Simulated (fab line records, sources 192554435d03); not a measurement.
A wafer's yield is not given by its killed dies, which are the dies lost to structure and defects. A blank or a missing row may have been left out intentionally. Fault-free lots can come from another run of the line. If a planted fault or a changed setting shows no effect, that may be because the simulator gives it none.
Split-lot study ; flow n5-finfet ; 7 lots, 21 wafers read, on a route of 1938 steps

## ON THE SPLIT
At N5_FIN_CUT_COAT_19 (time 60 s, resist thk 20 nm), the setting spin-rpm was moved away from the recipe's 1500 rpm on 6 of the 21 wafers read, by -10.4% to +9.2%. All remaining wafers had this setting at the recipe value.

## FROM THE SPLIT TO THE READING: what the file shows between them, 5 steps
- N5_FIN_CUT_COAT_29: time 60 s, resist thk 10 nm
- N5_FIN_CUT_COAT_02: resist thk 30 nm
- N5_FIN_CUT_DESCUM_13: chemistry O2, time 7 s
- N5_FIN_CUT_ETCH_30: etches underlayer in N2/H2, target depth 13 nm, time 10.4 s
- N5_FIN_CUT_ETCH_20: etches SiARC in CF4, target depth 26 nm, time 43.3 s

## THE READING
SiARC_of_FIN_CUT_COAT_19.thk-nm (the simulator's own value, which no gauge read), in nm, at N5_FIN_CUT_ETCH_21 (etches SOC in N2/H2, target depth 219 nm, overetch 43.8 nm, time 523.5 s). The file does not state a usual value for it. Across the 15 wafers here that went through the recipe, the average is 11.9 nm and the standard deviation 0.22 nm.

wafer;tool, chamber at the split;spin-rpm as run, rpm;against the recipe;SiARC_of_FIN_CUT_COAT_19.thk-nm, nm;against lot-mates on the recipe
L075.2;litho-track-04, 0;1638;+9.2%;11;-1.0
L075.3;litho-track-04, 0;1500;recipe;12;-
L075.4;litho-track-04, 0;1638;+9.2%;11.2;-0.8
L080.1;litho-track-04, 0;1344;-10.4%;13.2;+1.4
L080.2;litho-track-04, 0;1344;-10.4%;13.2;+1.4
L080.6;litho-track-04, 0;1500;recipe;11.8;-
L084.1;litho-track-04, 0;1392;-7.2%;12.8;+0.6
L084.2;litho-track-04, 0;1500;recipe;12.4;-
L084.6;litho-track-04, 0;1500;recipe;12;-
L085.1;litho-track-04, 0;1500;recipe;12;-
L085.3;litho-track-04, 0;1500;recipe;11.8;-
L085.4;litho-track-04, 0;1500;recipe;11.8;-
L088.1;litho-track-02, 0;1500;recipe;11.8;-
L088.2;litho-track-02, 0;1500;recipe;12;-
L088.3;litho-track-02, 0;1500;recipe;11.6;-
L091.2;litho-track-05, 0;1500;recipe;11.8;-
L091.3;litho-track-05, 0;1500;recipe;12.2;-
L091.4;litho-track-05, 0;1500;recipe;11.6;-
L092.2;litho-track-05, 0;1500;recipe;12.2;-
L092.4;litho-track-05, 0;1428;-4.8%;12.2;+0.2
L092.6;litho-track-05, 0;1500;recipe;11.8;-

FIT RESULTS
A straight line over all 21 wafers: SiARC_of_FIN_CUT_COAT_19.thk-nm changes by -0.106 nm for each +1% of spin-rpm; r = -0.92; the points scatter about the line by 0.22 nm.
The same after taking each lot's own level away (the mean of its wafers on the recipe; 21 wafers): -0.11 nm for each +1%; r = -0.94; scatter 0.2 nm.
The reading moves by 1.1 nm for the largest change in spin-rpm, on that fit.
From 11.80 to 12.20 nm: that is the span of the lots' own levels, equal to 1.8 times the standard deviation above.
So the lot-to-lot level changes the slope little: the two slopes agree.
Check: with one of the wafers moved furthest among these (-10.4%) left out of the fit, the line predicts +1.07 nm for it against its lot-mates. Against them it came out at +1.4 nm.

## THESE WAFERS: OTHER SPLITS
Before the reading, these wafers also passed through other splits. Each is held against what the fit with the lots' levels taken away leaves over:
other split on the same wafers;wafers away from the commonest value;r with SiARC_of_FIN_CUT_COAT_19.thk-nm (lot level and that fit taken away)
N5_ZERO_LAYER_EXPOSE_08 dose-mj;10;+0.04
N5_ZERO_LAYER_DEVELOP_10 develop-time-s;7;+0.07
N5_WELL_APT_COAT_02 spin-rpm;7;-0.06
N5_FIN_SAQP_PEB_14 peb-time-s;10;-0.02
N5_FIN_SAQP_DEVELOP_15 develop-time-s;9;-0.05
N5_FIN_SAQP_FIN_ETCH_36 icp-w;5;-0.15

## THE WHOLE CHAIN: every reading that the file lists as answering this split, in the file's order
step;what it does;reading;change (the file's fit);r (the file's)
N5_FIN_CUT_COAT_19;time 60 s, resist thk 20 nm;SiARC_of_FIN_CUT_COAT_19.thk-nm (the simulator's own value, which no gauge read);-0.0977 nm for each +1% of the setting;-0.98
N5_FIN_CUT_ETCH_20;etches SiARC in CF4, target depth 26 nm, time 43.3 s;etch.depth-nm (the simulator's own value, which no gauge read);-0.102 nm for each +1% of the setting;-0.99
N5_FIN_CUT_ETCH_21;etches SOC in N2/H2, target depth 219 nm, overetch 43.8 nm, time 523.5 s;SiARC_of_FIN_CUT_COAT_19.thk-nm (the simulator's own value, which no gauge read);-0.105 nm for each +1% of the setting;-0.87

## FILE'S OWN FIT
SiARC_of_FIN_CUT_COAT_19.thk-nm changes by -0.105 nm for each +1% of spin-rpm, r = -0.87.
